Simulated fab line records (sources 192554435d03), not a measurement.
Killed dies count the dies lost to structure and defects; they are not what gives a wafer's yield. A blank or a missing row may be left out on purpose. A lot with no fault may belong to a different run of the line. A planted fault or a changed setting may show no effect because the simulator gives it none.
Split-lot trial -- flow n5Finfet -- 21 wafers read across 7 lots, on a route 1938 steps long

SPLIT DETAILS
At N5_BEOL_M5_ETCH_72 (etches underlayer in N2/H2, target depth 6.5 nm, time 5.2 s), the setting sourceW was moved away from the recipe's 840 W on 6 of the 21 wafers read, by -5.1% to +11.1%. The other wafers ran this setting at the recipe's value.

The split's own step is where the reading is taken.

THE READING
rfVppV, in V, at N5_BEOL_M5_ETCH_72 (etches underlayer in N2/H2, target depth 6.5 nm, time 5.2 s). Fault-free wafers of this fab line usually give 523.6 V, standard deviation 2.5 V.

wafer,"tool, chamber at the split","sourceW as run, W",against the recipe,"rfVppV, V",against lot-mates on the recipe
L078.1,"rieDiel-06, 1",840,recipe,521.9,-
L078.3,"rieDiel-06, 0",840,recipe,525.4,-
L078.6,"rieDiel-06, 1",840,recipe,525.9,-
L083.1,"rieDiel-06, 2",840,recipe,526.7,-
L083.2,"rieDiel-06, 1",840,recipe,519.9,-
L083.6,"rieDiel-06, 3",840,recipe,521.5,-
L088.4,"rieDiel-01, 3",840,recipe,522.8,-
L088.5,"rieDiel-01, 0",904.7,+7.7%,510.8,-12.0
L088.6,"rieDiel-01, 3",904.7,+7.7%,510.7,-12.1
L089.1,"rieDiel-01, 0",840,recipe,523.4,-
L089.3,"rieDiel-01, 3",840,recipe,522.5,-
L089.5,"rieDiel-01, 1",840,recipe,522.6,-
L093.1,"rieDiel-01, 3",840,recipe,522.7,-
L093.3,"rieDiel-01, 2",933.6,+11.1%,503.2,-19.3
L093.6,"rieDiel-01, 0",840,recipe,522.4,-
L094.1,"rieDiel-06, 3",840,recipe,518.7,-
L094.2,"rieDiel-06, 0",840,recipe,524.0,-
L094.5,"rieDiel-06, 2",797,-5.1%,535.0,+13.6
L096.1,"rieDiel-04, 0",916.6,+9.1%,512.7,-12.2
L096.2,"rieDiel-04, 3",840,recipe,524.9,-
L096.5,"rieDiel-04, 0",916.6,+9.1%,512.8,-12.1

FIT RESULTS
A straight line over all 21 wafers: rfVppV changes by -1.55 V for each +1% of sourceW; r = -0.94; the points scatter about the line by 2.5 V.
The same after taking each lot's own level away (the mean of its wafers on the recipe; 21 wafers): -1.64 V for each +1%; r = -0.96; scatter 2.2 V.
That fit puts the effect of the largest move of sourceW on the reading at 18 V.
From 521.35 to 524.90 V: that is the span of the lots' own levels, equal to 1.4 times the standard deviation above.
The two slopes agree, so the slope changes little with the lot-to-lot level.
Check: with one of the wafers moved furthest among these (+11.1%) left out of the fit, the line predicts -17.1 V for it against its lot-mates. It came out at -19.3 V against them.
Tool readings at the split's step, against how far the setting was moved: rfVppV r = -0.94.

FILE'S OWN FIT
rfVppV changes by -1.67 V for each +1% of sourceW, r = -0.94.
